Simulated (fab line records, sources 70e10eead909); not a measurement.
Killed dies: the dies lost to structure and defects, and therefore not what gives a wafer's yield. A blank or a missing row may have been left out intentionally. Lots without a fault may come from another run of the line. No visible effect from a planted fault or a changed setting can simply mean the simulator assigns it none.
Chamber matching + flow nand-harc + rie-diel-03 running NHARC_A_CONTACT_ETCH_102: 4 sister chambers
The step etches the open film in CF4/O2, target depth 70 nm, overetch 7 nm, time 38.5 s. 4 wafers are shown with their chamber, then 11 later ones without.

## EACH WAFER AND ITS CHAMBER
| wafer  | chamber | showerhead-plenum-p-Torr (Torr) |
|--------|---------|---------------------------------|
| L088.5 | 1       | 1.42                            |
| L086.2 | 2       | 1.38                            |
| L086.3 | 3       | 1.38                            |
| L085.4 | 0       | 1.25                            |

## WAFERS WITH NO CHAMBER GIVEN
| wafer  | showerhead-plenum-p-Torr (Torr) |
|--------|---------------------------------|
| L085.5 | 1.42                            |
| L085.6 | 1.25                            |
| L093.1 | 1.38                            |
| L093.2 | 1.38                            |
| L093.3 | 1.42                            |
| L091.2 | 1.38                            |
| L091.4 | 1.25                            |
| L091.6 | 1.38                            |
| L096.2 | 1.37                            |
| L096.3 | 1.38                            |
| L096.5 | 1.25                            |

## WHICH CHAMBER EACH ONE RAN IN
| wafer  | from the rows above     | in truth |
|--------|-------------------------|----------|
| L085.5 | 1                       | 1        |
| L085.6 | 0                       | 0        |
| L093.1 | can't be placed: 2 or 3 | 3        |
| L093.2 | can't be placed: 2 or 3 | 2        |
| L093.3 | 1                       | 1        |
| L091.2 | can't be placed: 2 or 3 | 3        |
| L091.4 | 0                       | 0        |
| L091.6 | can't be placed: 2 or 3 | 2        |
| L096.2 | can't be placed: 2 or 3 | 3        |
| L096.3 | can't be placed: 2 or 3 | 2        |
| L096.5 | 0                       | 0        |
Correctly placed: 5 of 11. These rows do not allow placing 6 (true chamber among the candidates in 6). Number placed wrongly: 0.
How it was worked out, from the rows above alone: a wafer's distance from a chamber is the root of the sum, over the readings, of the square of ((its reading less the chamber's mean) divided by the reading's scatter). If the next closest chamber is less than 2 further off than the closest, the wafer can't be placed; otherwise it belongs to the closest. A chamber's mean is the mean of its shown wafers. The scatter: with one shown wafer a chamber, the root of the mean of the squares of how far each hidden wafer lies from its nearest shown one.
